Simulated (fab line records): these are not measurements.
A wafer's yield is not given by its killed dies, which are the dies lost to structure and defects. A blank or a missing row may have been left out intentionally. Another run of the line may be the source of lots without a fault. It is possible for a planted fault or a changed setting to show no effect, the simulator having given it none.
Which tool is to blame?    flow nand harc    18 wafers from 6 lots sampled at 5 of the route's 1159 steps

## WHAT EACH GAUGE READ, for each wafer
NHARC_END_SORT_01.
lot   measured      on         killed at array
L567  day 22 00:53  prober-01  66 141 89

## TOOL THAT RAN EACH LOT (tool first, then ch and the chambers of the sampled wafers, then the start)
lot   NHARC_A_STAIRCASE_ETCH_21           NHARC_HYBRID_BOND_ACTIVATE_00       NHARC_THIN_TSV_DEP_47          NHARC_THIN_TSV_PRE_CLEAN_54
L560  rie diel-13 ch 0,1,3, day 11 13:17  rie diel-13 ch 0,1,3, day 18 07:02  pecvd-02 ch 0,2, day 19 02:40  pvd sputter-01, day 19 05:40
L559  rie diel-13 ch 0,1,3, day 11 18:22  rie diel-02 ch 0,1,3, day 19 03:03  pecvd-01 ch 0,1, day 19 19:34  pvd sputter-01, day 19 22:59
L565  rie diel-01 ch 0,1,3, day 12 20:53  rie diel-02 ch 0,3, day 19 19:41    pecvd-02 ch 1,2, day 20 11:43  pvd sputter-02, day 20 14:53
L567  rie diel-01 ch 0,1,3, day 13 21:05  rie diel-13 ch 0,1,2, day 20 19:57  pecvd-03 ch 0,2, day 21 11:45  pvd sputter-02, day 21 14:52
L575  rie diel-03 ch 0,3, day 15 16:25    rie diel-02 ch 0,3, day 22 19:04    pecvd-03 ch 1,2, day 23 14:07  pvd sputter-03, day 23 17:36
L579  rie diel-13 ch 0,1,2, day 16 06:32  rie diel-02 ch 0,2,3, day 23 06:58  pecvd-01 ch 1,2, day 23 21:24  pvd sputter-03, day 24 00:18
- NHARC_A_STAIRCASE_ETCH_21: etches the open film in C4F8/O2, target depth 100 nm, time 40.5 s.
- NHARC_HYBRID_BOND_ACTIVATE_00: chemistry N2, time 60 s.
- NHARC_THIN_TSV_DEP_47: deposits SiO2, target thk 200 nm.
- NHARC_THIN_TSV_PRE_CLEAN_54: time 30 s.

## THE ANSWER, worked out from the rows above alone
Rule: usual is defined by the lots themselves. Put in order of their means at a reading, lots are off if they are a third of the lots or fewer, leave a main group of 4 or more, and stand apart from it by a gap of 3 or more times the standard deviation of the main group's means; of several such gaps the widest counts. A main group whose means are all the same, to the digits that the tables above print for the reading, isn't used. A lot without any number at a reading at which 4 lots or more have one is off too. Where the step has rows for the other lots, those lots are counted as sound.
No lot is off at any reading shown: from this, nothing can be told.

## WHAT THE SIMULATOR HAD INSERTED
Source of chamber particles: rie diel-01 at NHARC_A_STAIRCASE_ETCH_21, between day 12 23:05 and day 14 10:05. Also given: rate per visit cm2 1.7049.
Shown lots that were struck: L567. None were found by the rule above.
